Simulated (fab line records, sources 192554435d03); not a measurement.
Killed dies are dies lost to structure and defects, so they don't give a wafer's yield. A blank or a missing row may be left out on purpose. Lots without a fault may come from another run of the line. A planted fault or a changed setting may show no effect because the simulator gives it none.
Which tool did it? | flow n5_finfet | 14 lots, 42 wafers sampled, at 2 steps of a route of 1938

WHAT THE GAUGES READ, wafer by wafer
N5_WELL_APT_INSPECT_10: inspects for defects (macro). Usual: raw_defect_count 1.9, standard deviation 1.3.
lot  | measured    | on                | raw_defect_count | flag
L625 | day 1 13:45 | defect_inspect-02 | 1 3 1            |
L626 | day 2 01:44 | defect_inspect-02 | 2 1 2            |
L627 | day 2 02:05 | defect_inspect-02 | 1 0 2            |
L634 | day 3 19:37 | defect_inspect-02 | 1 2 3            |
L635 | day 4 01:37 | defect_inspect-01 | 2 2 0            |
L639 | day 5 01:40 | defect_inspect-02 | 3 3 1            |
L640 | day 5 07:41 | defect_inspect-01 | 3 0 2            |
L641 | day 5 13:38 | defect_inspect-02 | 1 3 3            |
L642 | day 5 19:37 | defect_inspect-01 | 0 2 2            |
L644 | day 6 07:42 | defect_inspect-01 | 3 2 2            |
L645 | day 6 14:05 | defect_inspect-02 | 1 2 3            |
L646 | day 6 20:00 | defect_inspect-01 | 3 3 1            |
L647 | day 7 01:37 | defect_inspect-02 | 0 2 2            |
L648 | day 7 10:43 | defect_inspect-02 | 4 2 3            |

WHICH TOOL RAN EACH LOT (tool, then ch and the chambers of the sampled wafers, then the start)
lot  | N5_ZERO_LAYER_STRIP_24
L625 | plasma_asher-02 ch 0,1, day 1 13:02
L626 | plasma_asher-01 ch 0,1, day 1 19:01
L627 | plasma_asher-02 ch 0,1, day 2 00:53
L634 | plasma_asher-02 ch 0,1, day 3 18:53
L635 | plasma_asher-01 ch 0,1, day 4 00:54
L639 | plasma_asher-02 ch 0,1, day 5 00:56
L640 | plasma_asher-02 ch 0,1, day 5 06:56
L641 | plasma_asher-02 ch 0, day 5 12:53
L642 | plasma_asher-02 ch 0,1, day 5 18:55
L644 | plasma_asher-01 ch 0,1, day 6 06:58
L645 | plasma_asher-01 ch 0,1, day 6 13:20
L646 | plasma_asher-01 ch 0,1, day 6 19:15
L647 | plasma_asher-02 ch 0,1, day 7 00:53
L648 | plasma_asher-02 ch 0,1, day 7 10:00
- N5_ZERO_LAYER_STRIP_24: strips in O2.

WHAT THE TOOLS THEMSELVES READ (means of the sampled wafers that have a number; where no wafer has one, the mark that the record gives instead)
N5_ZERO_LAYER_STRIP_24. Usual: chamber_pressure_mTorr 999.9 mTorr, standard deviation 0.91; drypump_motor_current_A 5.8 A, standard deviation 0.49; heater_power_w 374 W, standard deviation 41; oes_product_au 0.647 a.u., standard deviation 0.0046; strip_time_to_endpoint_s 43.89 s, standard deviation 0.099.
lot  | tool            | chamber_pressure_mTorr (mTorr) | drypump_motor_current_A (A) | heater_power_w (W) | oes_product_au (a.u.) | strip_time_to_endpoint_s (s) | flag
L625 | plasma_asher-02 | 998.8                          | 5.6                         | 394                | 0.643                 | 43.78                        |
L626 | plasma_asher-01 | 999.7                          | 5.8                         | 309                | 0.649                 | 43.89                        |
L627 | plasma_asher-02 | 1000.2                         | 5.9                         | 398                | 0.650                 | 43.99                        |
L634 | plasma_asher-02 | 999.6                          | 6.0                         | 395                | 0.647                 | 43.91                        |
L635 | plasma_asher-01 | 999.6                          | 5.8                         | 303                | 0.644                 | 43.91                        |
L639 | plasma_asher-02 | 1000.8                         | 5.9                         | 397                | 0.649                 | 43.92                        |
L640 | plasma_asher-02 | 1000.8                         | 5.6                         | 397                | 0.642                 | 43.93                        |
L641 | plasma_asher-02 | 1000.3                         | 6.3                         | 401                | 0.647                 | 43.69                        |
L642 | plasma_asher-02 | 999.6                          | 5.9                         | 401                | 0.641                 | 43.93                        |
L644 | plasma_asher-01 | 1000.2                         | 5.9                         | 327                | 0.645                 | 43.80                        |
L645 | plasma_asher-01 | 1000.1                         | 5.9                         | 326                | 0.646                 | 44.02                        |
L646 | plasma_asher-01 | 999.5                          | 5.8                         | 305                | 0.646                 | 43.85                        |
L647 | plasma_asher-02 | 999.8                          | 5.9                         | 396                | 0.649                 | 43.82                        |
L648 | plasma_asher-02 | 999.3                          | 5.9                         | 406                | 0.644                 | 43.86                        |

THE ANSWER, worked out from the rows above alone
Rule: a lot is off if the mean of its wafers that have a number lies more than 3 standard deviations from the usual mean. A lot without any number at a reading at which 4 lots or more have one is off too. The other lots that the step has rows for count as sound. The gauges are gone through in route order, then the tools' own readings, and for those a lot's mean is taken as printed above. The first step at which some lot is off is used, and at that step the reading that is off furthest; a lot without a number counts as furthest.
No lot is off at any reading shown: from this, nothing can be told.

WHAT THE SIMULATOR HAD PUT IN
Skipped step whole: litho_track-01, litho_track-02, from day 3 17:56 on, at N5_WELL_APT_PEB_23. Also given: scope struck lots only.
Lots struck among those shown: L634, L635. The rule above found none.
